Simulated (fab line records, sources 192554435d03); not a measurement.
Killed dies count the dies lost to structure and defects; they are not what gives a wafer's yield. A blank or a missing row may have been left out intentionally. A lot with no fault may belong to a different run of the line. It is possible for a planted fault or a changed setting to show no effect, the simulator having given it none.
Split-lot experiment | flow n5Finfet | on a route of 1938 steps: 7 lots, 21 wafers read

THE SPLIT ITSELF
At N5_BEOL_M3_COAT_68 (time 60 s, resist thk 12 nm), the setting spinRpm was moved away from the recipe's 1500 rpm on 4 of the 21 wafers read, by -10.4% to +5.8%. This setting was run at the recipe's value on the other wafers.

FROM THE SPLIT TO THE READING: what the file shows between them, 4 steps
- N5_BEOL_M3_COAT_76: time 60 s, resist thk 5 nm
- N5_BEOL_M3_COAT_22: resist thk 30 nm
- N5_BEOL_M3_DESCUM_33: chemistry O2, time 7 s
- N5_BEOL_M3_ETCH_77: etches underlayer in N2/H2, target depth 6.5 nm, time 5.2 s

THE READING
etch.depthNm (the simulator's own value, which no gauge read), in nm, at N5_BEOL_M3_ETCH_69 (etches SiARC in CF4, target depth 15.6 nm, time 26 s). The file does not state a usual value for it. Here, 17 wafers ran the recipe; their average is 12.03 nm with a standard deviation of 0.03 nm.

wafer  | tool, chamber at the split | spinRpm as run, rpm | against the recipe | etch.depthNm, nm | against lot-mates on the recipe
L074.2 | lithoTrack-01, 0           | 1500                | recipe             | 12.03            | -
L074.3 | lithoTrack-01, 0           | 1500                | recipe             | 12               | -
L074.4 | lithoTrack-01, 0           | 1500                | recipe             | 12.04            | -
L080.2 | lithoTrack-04, 0           | 1500                | recipe             | 12.07            | -
L080.3 | lithoTrack-04, 0           | 1500                | recipe             | 12.08            | -
L080.6 | lithoTrack-04, 0           | 1587                | +5.8%              | 11.7             | -0.38
L082.4 | lithoTrack-01, 0           | 1500                | recipe             | 11.99            | -
L082.5 | lithoTrack-01, 0           | 1500                | recipe             | 12.02            | -
L082.6 | lithoTrack-01, 0           | 1500                | recipe             | 12.03            | -
L086.1 | lithoTrack-01, 0           | 1500                | recipe             | 11.99            | -
L086.4 | lithoTrack-01, 0           | 1500                | recipe             | 11.99            | -
L086.5 | lithoTrack-01, 0           | 1500                | recipe             | 11.99            | -
L089.1 | lithoTrack-03, 0           | 1344                | -10.4%             | 12.68            | +0.69
L089.4 | lithoTrack-03, 0           | 1344                | -10.4%             | 12.62            | +0.63
L089.6 | lithoTrack-03, 0           | 1500                | recipe             | 11.99            | -
L091.1 | lithoTrack-03, 0           | 1500                | recipe             | 12.03            | -
L091.4 | lithoTrack-03, 0           | 1500                | recipe             | 12.05            | -
L091.6 | lithoTrack-03, 0           | 1500                | recipe             | 12.05            | -
L093.3 | lithoTrack-04, 0           | 1500                | recipe             | 12.07            | -
L093.4 | lithoTrack-04, 0           | 1500                | recipe             | 12.04            | -
L093.6 | lithoTrack-04, 0           | 1374                | -8.4%              | 12.6             | +0.54

THE FIT
A straight line over all 21 wafers: etch.depthNm changes by -0.0611 nm for each +1% of spinRpm; r = -0.99; the points scatter about the line by 0.034 nm.
The same after taking each lot's own level away (the mean of its wafers on the recipe; 21 wafers): -0.0639 nm for each +1%; r = -1.00; scatter 0.015 nm.
According to that fit, moving spinRpm by its largest amount changes the reading by 0.66 nm.
Measured against the standard deviation above, the lots' own levels, which go from 11.990 to 12.075 nm, span 2.8 times it.
The two slopes are in agreement: the lot-to-lot level therefore moves the slope only a little.
Check: for one of the wafers moved furthest among these (-10.4%), held out of the fit, the line's prediction against its lot-mates is +0.651 nm. It came out at +0.69 nm against them.

THE WHOLE CHAIN: every reading that the file lists as answering this split, in the file's order
step               | what it does                                         | reading                                                                         | change (the file's fit)                | r (the file's)
N5_BEOL_M3_COAT_68 | time 60 s, resist thk 12 nm                          | SiARC_of_BEOL_M3_COAT_68.thkNm (the simulator's own value, which no gauge read) | -0.064 nm for each +1% of the setting  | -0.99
N5_BEOL_M3_ETCH_69 | etches SiARC in CF4, target depth 15.6 nm, time 26 s | etch.depthNm (the simulator's own value, which no gauge read)                   | -0.0642 nm for each +1% of the setting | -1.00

FILE'S OWN FIT
etch.depthNm changes by -0.0642 nm for each +1% of spinRpm, r = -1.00.
